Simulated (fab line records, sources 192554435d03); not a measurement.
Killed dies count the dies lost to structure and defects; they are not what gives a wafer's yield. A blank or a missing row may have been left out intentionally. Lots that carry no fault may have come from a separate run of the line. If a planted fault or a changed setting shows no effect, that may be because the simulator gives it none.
Matching of chambers + flow n5 finfet + N5_BEOL_M8_ETCH_62 on rie diel-05 has 4 sister chambers
The step etches SOC in N2/H2, target depth 110 nm, overetch 22 nm, time 165 s. 16 wafers are shown with their chamber, then 8 later ones without.

WAFERS WITH THEIR CHAMBER
| wafer  | chamber | showerhead plenum p Torr (Torr) | drypump motor current A (A) | rf vpp V (V) |
|--------|---------|---------------------------------|-----------------------------|--------------|
| L074.1 | 2       | 2.71                            | 5.8                         | 529          |
| L074.2 | 3       | 2.61                            | 6.3                         | 526          |
| L074.3 | 1       | 2.34                            | 5.4                         | 517          |
| L079.3 | 0       | 2.63                            | 5.5                         | 526          |
| L079.4 | 2       | 2.71                            | 5.8                         | 527          |
| L079.6 | 1       | 2.34                            | 5.4                         | 518          |
| L078.2 | 3       | 2.61                            | 6.3                         | 526          |
| L078.5 | 1       | 2.33                            | 5.4                         | 519          |
| L078.6 | 0       | 2.63                            | 5.5                         | 526          |
| L083.1 | 1       | 2.33                            | 5.4                         | 518          |
| L083.3 | 2       | 2.70                            | 5.8                         | 528          |
| L083.5 | 0       | 2.63                            | 5.5                         | 527          |
| L088.1 | 2       | 2.70                            | 5.8                         | 529          |
| L088.2 | 0       | 2.63                            | 5.6                         | 525          |
| L088.5 | 0       | 2.63                            | 5.6                         | 527          |
| L090.1 | 0       | 2.63                            | 5.5                         | 527          |

SIGNATURES, as means of the wafers listed above
| reading                  | chamber 0 | chamber 1 | chamber 2 | chamber 3 | scatter within a chamber |
|--------------------------|-----------|-----------|-----------|-----------|--------------------------|
| showerhead plenum p Torr | 2.6300    | 2.3350    | 2.7050    | 2.6100    | 0.00408                  |
| drypump motor current A  | 5.533     | 5.400     | 5.800     | 6.300     | 0.0333                   |
| rf vpp V                 | 526.33    | 518.00    | 528.25    | 526.00    | 0.821                    |
Rule: distance of a wafer from a chamber = root of the sum over the readings of ((wafer's reading minus chamber's mean) / reading's scatter) squared. The wafer belongs to the nearest chamber; if the next one is less than 2 further off, it can't be placed. The scatter: the root of (the sum of the squares of (reading less its chamber's mean) over the shown wafers, divided by (wafers less chambers)).

WAFERS MISSING THEIR CHAMBER
| wafer  | showerhead plenum p Torr (Torr) | drypump motor current A (A) | rf vpp V (V) |
|--------|---------------------------------|-----------------------------|--------------|
| L090.4 | 2.70                            | 5.8                         | 529          |
| L090.5 | 2.70                            | 5.8                         | 526          |
| L089.1 | 2.70                            | 5.8                         | 530          |
| L089.2 | 2.60                            | 6.3                         | 526          |
| L089.5 | 2.62                            | 5.6                         | 526          |
| L095.2 | 2.62                            | 5.5                         | 526          |
| L095.5 | 2.32                            | 5.4                         | 519          |
| L095.6 | 2.69                            | 5.8                         | 528          |

WHICH CHAMBER EACH WENT THROUGH
| wafer  | from the rows above | in truth |
|--------|---------------------|----------|
| L090.4 | 2                   | 2        |
| L090.5 | 2                   | 2        |
| L089.1 | 2                   | 2        |
| L089.2 | 3                   | 3        |
| L089.5 | 0                   | 0        |
| L095.2 | 0                   | 0        |
| L095.5 | 1                   | 1        |
| L095.6 | 2                   | 2        |
Placed correctly: 8 of 8. From these rows, 0 cannot be placed. Number placed wrongly: 0.
